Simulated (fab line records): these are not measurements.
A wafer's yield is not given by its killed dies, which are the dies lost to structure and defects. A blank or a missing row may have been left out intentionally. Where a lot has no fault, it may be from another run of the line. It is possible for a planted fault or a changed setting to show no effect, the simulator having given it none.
What tool caused it?    flow n5 finfet    72 wafers from 24 lots sampled at 5 of the route's 1938 steps

## WHAT THE GAUGES READ, wafer by wafer
N5_BEOL_M15_CD_MEAS_10 targets a cd of 360 nm. Usual: cd nm at 360.2 nm, with a standard deviation of 2.1.
lot   measured      on         cd nm (nm)         flag
L074  day 11 11:40  cd sem-01  359.6 359.2 359.5  
L076  day 11 14:05  cd sem-02  362.2 359.7 359.6  
L075  day 12 00:54  cd sem-01  361.6 359.4 357.7  
L077  day 12 05:02  cd sem-03  357.6 356.8 361.3  
L078  day 12 14:25  cd sem-03  355.2 360.2 358.3  
L079  day 13 12:59  cd sem-03  358.4 357.5 360.9  
L081  day 13 16:48  cd sem-02  361.7 361.9 362.0  
L082  day 13 19:17  cd sem-03  362.7 360.2 362.4  
L083  day 14 00:34  cd sem-01  362.7 359.9 362.3  
L080  day 14 01:31  cd sem-02  363.1 363.3 362.2  
L084  day 14 12:53  cd sem-03  360.0 362.2 361.4  
L085  day 14 13:04  cd sem-03  357.9 359.3 358.8  
L086  day 14 13:14  cd sem-02  359.8 361.2 360.8  
L087  day 14 16:06  cd sem-01  359.2 361.8 360.2  
L088  day 15 04:07  cd sem-03  359.4 360.2 358.4  
L090  day 15 08:20  cd sem-02  362.3 362.6 358.1  
L089  day 15 13:07  cd sem-03  361.5 362.2 360.1  
L092  day 16 02:37  cd sem-01  362.4 362.3 364.0  
L093  day 16 12:48  cd sem-01  357.4 359.3 358.3  
L095  day 16 16:14  cd sem-02  357.3 358.2 362.3  
L091  day 16 22:28  cd sem-03  359.2 364.3 362.1  
L094  day 17 00:02  cd sem-01  361.4 361.3 362.5  
L097  day 17 12:13  cd sem-02  362.4 360.7 361.1  
L096  day 17 16:21  cd sem-02  359.2 358.3 356.8  

## EACH LOT AND THE TOOL THAT RAN IT (in order: tool; ch and the chambers of the sampled wafers; start)
lot   N5_BEOL_M14_ETCH_67                 N5_BEOL_M14_DEGAS_41          N5_BEOL_M14_PRE_CLEAN_42      N5_BEOL_M14_ANNEAL_48
L074  rie diel-03 ch 0,1,3, day 11 08:23  pvd sputter-01, day 11 09:21  pvd sputter-01, day 11 09:23  rtp anneal-02 ch 0, day 11 10:19
L076  rie diel-03 ch 0,1,2, day 11 09:16  pvd sputter-01, day 11 12:04  pvd sputter-01, day 11 12:07  rtp anneal-01 ch 0, day 11 12:37
L075  rie diel-01 ch 0,2,3, day 11 21:30  pvd sputter-01, day 11 22:26  pvd sputter-01, day 11 22:29  rtp anneal-02 ch 0, day 11 23:13
L077  rie diel-02 ch 1,3, day 12 00:08    pvd sputter-01, day 12 02:37  pvd sputter-01, day 12 02:40  rtp anneal-02 ch 0, day 12 03:37
L078  rie diel-03 ch 0,1, day 12 06:48    pvd sputter-02, day 12 12:22  pvd sputter-02, day 12 12:25  rtp anneal-02 ch 0, day 12 12:55
L079  rie diel-02 ch 1,2,3, day 13 04:58  pvd sputter-01, day 13 10:58  pvd sputter-01, day 13 11:01  rtp anneal-01 ch 0, day 13 11:34
L081  rie diel-01 ch 2,3, day 13 06:31    pvd sputter-02, day 13 14:32  pvd sputter-02, day 13 14:35  rtp anneal-02 ch 0, day 13 15:28
L082  rie diel-03 ch 1,3, day 13 09:16    pvd sputter-01, day 13 17:17  pvd sputter-01, day 13 17:19  rtp anneal-02 ch 0, day 13 17:50
L083  rie diel-01 ch 0,2,3, day 13 19:44  pvd sputter-02, day 13 22:17  pvd sputter-02, day 13 22:19  rtp anneal-02 ch 0, day 13 22:55
L080  rie diel-03 ch 1,2, day 13 20:09    pvd sputter-02, day 13 22:43  pvd sputter-02, day 13 22:46  rtp anneal-01 ch 0, day 14 00:04
L084  rie diel-02 ch 1,2,3, day 14 04:45  pvd sputter-03, day 14 10:50  pvd sputter-03, day 14 10:53  rtp anneal-01 ch 0, day 14 11:23
L085  rie diel-02 ch 1,2, day 14 05:20    pvd sputter-01, day 14 11:04  pvd sputter-01, day 14 11:07  rtp anneal-02 ch 0, day 14 11:37
L086  rie diel-01 ch 0,1,2, day 14 08:15  pvd sputter-02, day 14 11:10  pvd sputter-02, day 14 11:12  rtp anneal-01 ch 0, day 14 11:43
L087  rie diel-02 ch 2,3, day 14 11:11    pvd sputter-03, day 14 13:55  pvd sputter-03, day 14 13:58  rtp anneal-01 ch 0, day 14 14:41
L088  rie diel-03 ch 0,1,2, day 14 20:57  pvd sputter-03, day 15 01:59  pvd sputter-03, day 15 02:02  rtp anneal-01 ch 0, day 15 02:46
L090  rie diel-01 ch 0,1,3, day 15 05:13  pvd sputter-01, day 15 06:19  pvd sputter-01, day 15 06:22  rtp anneal-02 ch 0, day 15 06:52
L089  rie diel-03 ch 2,3, day 15 10:10    pvd sputter-02, day 15 11:07  pvd sputter-02, day 15 11:10  rtp anneal-02 ch 0, day 15 11:46
L092  rie diel-03 ch 0,1,3, day 15 22:26  pvd sputter-02, day 16 00:26  pvd sputter-02, day 16 00:29  rtp anneal-02 ch 0, day 16 01:17
L093  rie diel-02 ch 0,2,3, day 16 06:46  pvd sputter-01, day 16 10:17  pvd sputter-01, day 16 10:19  rtp anneal-02 ch 0, day 16 11:17
L095  rie diel-01 ch 2,3, day 16 13:13    pvd sputter-02, day 16 14:13  pvd sputter-02, day 16 14:16  rtp anneal-02 ch 0, day 16 14:52
L091  rie diel-01 ch 0,3, day 16 16:10    pvd sputter-01, day 16 20:35  pvd sputter-01, day 16 20:37  rtp anneal-02 ch 0, day 16 21:07
L094  rie diel-02 ch 0,2,3, day 16 18:21  pvd sputter-01, day 16 21:53  pvd sputter-01, day 16 21:55  rtp anneal-02 ch 0, day 16 22:43
L097  rie diel-03 ch 1,2, day 17 08:57    pvd sputter-03, day 17 10:16  pvd sputter-03, day 17 10:19  rtp anneal-01 ch 0, day 17 11:01
L096  rie diel-03 ch 1,2, day 17 13:14    pvd sputter-02, day 17 14:28  pvd sputter-02, day 17 14:31  rtp anneal-02 ch 0, day 17 15:01
- N5_BEOL_M14_ETCH_67: etches SiARC in CF4, target depth 143 nm, time 238.3 s.
- N5_BEOL_M14_DEGAS_41: time 60 s.
- N5_BEOL_M14_PRE_CLEAN_42: time 30 s.
- N5_BEOL_M14_ANNEAL_48: time 90 s.

## AS READ BY THE TOOLS THEMSELVES (means over the sampled wafers that have a number; for cases with no such wafer, the mark the record gives instead)
N5_BEOL_M14_ETCH_67. Usual: bias w 35.99 W, standard deviation 0.11; drypump motor current A 5.7 A, standard deviation 0.4; etch rf on time s 240 s, standard deviation 11; oes product au 0.69 a.u., standard deviation 0.076; rf fwd power W 543.5 W, standard deviation 1.7; rf vpp V 184.4 V, standard deviation 1.2; showerhead plenum p Torr 2.17 Torr, standard deviation 0.073; throttle valve pct 15.54 %, standard deviation 0.29.
lot   tool         bias w (W)  drypump motor current A (A)  etch rf on time s (s)  oes product au (a.u.)  rf fwd power W (W)  rf vpp V (V)  showerhead plenum p Torr (Torr)  throttle valve pct (%)  flag
L074  rie diel-03  35.97       5.9                          239                    0.75                   544.9               184.2         2.17                             15.27                   
L076  rie diel-03  35.97       5.7                          245                    0.73                   542.6               184.2         2.17                             15.37                   
L075  rie diel-01  36.04       5.6                          236                    0.63                   541.5               184.5         2.16                             15.76                   
L077  rie diel-02  35.90       6.2                          233                    0.72                   544.1               184.4         2.20                             15.46                   
L078  rie diel-03  36.01       5.9                          236                    0.77                   543.4               184.1         2.14                             15.10                   
L079  rie diel-02  35.94       5.9                          234                    0.72                   542.8               185.1         2.23                             15.55                   
L081  rie diel-01  36.12       5.6                          229                    0.62                   543.8               183.4         2.15                             15.83                   
L082  rie diel-03  35.95       6.1                          234                    0.73                   542.2               183.6         2.11                             15.21                   
L083  rie diel-01  35.95       5.6                          238                    0.62                   543.9               183.4         2.16                             15.80                   
L080  rie diel-03  35.95       6.0                          231                    0.71                   544.1               182.9         2.10                             15.32                   
L084  rie diel-02  36.02       5.8                          234                    0.71                   542.4               184.9         2.23                             15.57                   
L085  rie diel-02  36.10       5.5                          233                    0.72                   542.4               184.3         2.27                             15.63                   
L086  rie diel-01  35.99       5.7                          246                    0.62                   542.5               184.1         2.12                             15.64                   
L087  rie diel-02  35.94       5.6                          228                    0.70                   543.3               185.2         2.24                             15.67                   
L088  rie diel-03  35.98       5.7                          243                    0.68                   543.3               184.1         2.16                             15.42                   
L090  rie diel-01  35.94       5.9                          248                    0.67                   544.4               184.5         2.17                             15.73                   
L089  rie diel-03  36.04       5.9                          247                    0.64                   543.9               183.9         2.15                             15.71                   
L092  rie diel-03  36.02       5.9                          242                    0.70                   543.3               184.2         2.16                             15.34                   
L093  rie diel-02  35.97       5.6                          235                    0.70                   544.3               185.1         2.23                             15.58                   
L095  rie diel-01  36.11       5.6                          228                    0.78                   542.0               183.8         2.14                             15.54                   
L091  rie diel-01  36.03       5.8                          248                    0.64                   544.4               184.7         2.20                             15.86                   
L094  rie diel-02  35.99       5.6                          232                    0.70                   543.0               186.6         2.22                             15.59                   
L097  rie diel-03  35.97       5.8                          246                    0.62                   545.2               184.1         2.12                             15.66                   
L096  rie diel-03  36.01       5.8                          246                    0.62                   544.0               184.0         2.12                             15.67                   

N5_BEOL_M14_DEGAS_41. Usual: heater power w at 457 W, with a standard deviation of 47.
lot   tool            heater power w (W)  flag
L074  pvd sputter-01  494                 
L076  pvd sputter-01  472                 
L075  pvd sputter-01  491                 
L077  pvd sputter-01  471                 
L078  pvd sputter-02  431                 
L079  pvd sputter-01  456                 
L081  pvd sputter-02  439                 
L082  pvd sputter-01  460                 
L083  pvd sputter-02  406                 
L080  pvd sputter-02  399                 
L084  pvd sputter-03  494                 
L085  pvd sputter-01  476                 
L086  pvd sputter-02  437                 
L087  pvd sputter-03  505                 
L088  pvd sputter-03  454                 
L090  pvd sputter-01  494                 
L089  pvd sputter-02  400                 
L092  pvd sputter-02  404                 
L093  pvd sputter-01  473                 
L095  pvd sputter-02  429                 
L091  pvd sputter-01  443                 
L094  pvd sputter-01  468                 
L097  pvd sputter-03  488                 
L096  pvd sputter-02  463                 

N5_BEOL_M14_PRE_CLEAN_42. Usual: heater power w at 456 W, with a standard deviation of 46.
lot   tool            heater power w (W)  flag
L074  pvd sputter-01  486                 
L076  pvd sputter-01  472                 
L075  pvd sputter-01  481                 
L077  pvd sputter-01  474                 
L078  pvd sputter-02  431                 
L079  pvd sputter-01  457                 
L081  pvd sputter-02  436                 
L082  pvd sputter-01  462                 
L083  pvd sputter-02  405                 
L080  pvd sputter-02  400                 
L084  pvd sputter-03  492                 
L085  pvd sputter-01  469                 
L086  pvd sputter-02  437                 
L087  pvd sputter-03  504                 
L088  pvd sputter-03  452                 
L090  pvd sputter-01  503                 
L089  pvd sputter-02  409                 
L092  pvd sputter-02  408                 
L093  pvd sputter-01  477                 
L095  pvd sputter-02  425                 
L091  pvd sputter-01  438                 
L094  pvd sputter-01  477                 
L097  pvd sputter-03  493                 
L096  pvd sputter-02  461                 

N5_BEOL_M14_ANNEAL_48. Usual: anneal temp c max 226.00, standard deviation 0.24; wafer_temp_C_max 226.2, standard deviation 0.4.
lot   tool           anneal temp c max  wafer_temp_C_max  flag
L074  rtp anneal-02  226.15             226.4             
L076  rtp anneal-01  226.00             226.1             
L075  rtp anneal-02  226.05             226.3             
L077  rtp anneal-02  225.98             226.9             
L078  rtp anneal-02  225.93             226.6             
L079  rtp anneal-01  226.02             226.0             
L081  rtp anneal-02  225.91             226.3             
L082  rtp anneal-02  226.28             226.3             
L083  rtp anneal-02  226.15             226.4             
L080  rtp anneal-01  225.70             225.8             
L084  rtp anneal-01  225.74             226.0             
L085  rtp anneal-02  226.17             226.7             
L086  rtp anneal-01  225.90             225.6             
L087  rtp anneal-01  225.71             225.8             
L088  rtp anneal-01  225.68             225.6             
L090  rtp anneal-02  226.28             226.4             
L089  rtp anneal-02  226.03             226.4             
L092  rtp anneal-02  226.01             226.4             
L093  rtp anneal-02  225.92             226.3             
L095  rtp anneal-02  225.99             226.4             
L091  rtp anneal-02  226.46             226.4             
L094  rtp anneal-02  226.09             226.5             
L097  rtp anneal-01  226.00             225.7             
L096  rtp anneal-02  226.09             226.5             

## THE ANSWER, worked out from the rows above alone
Rule: take the mean of a lot's wafers that have a number; if it is more than 3 standard deviations from the usual mean, the lot is off. A lot without any number at a reading at which 4 lots or more have one is off too. All remaining lots with rows at the step are treated as sound. Order of review: gauges by route order, followed by the tools' own readings, for which a lot's mean as printed above is used. At the first step where some lot is off, the reading lying furthest off is the one used; lots without a number count as furthest.
Across all readings shown, no lot is off: no conclusion can be drawn from this.

## WHAT THE SIMULATOR HAD INSERTED
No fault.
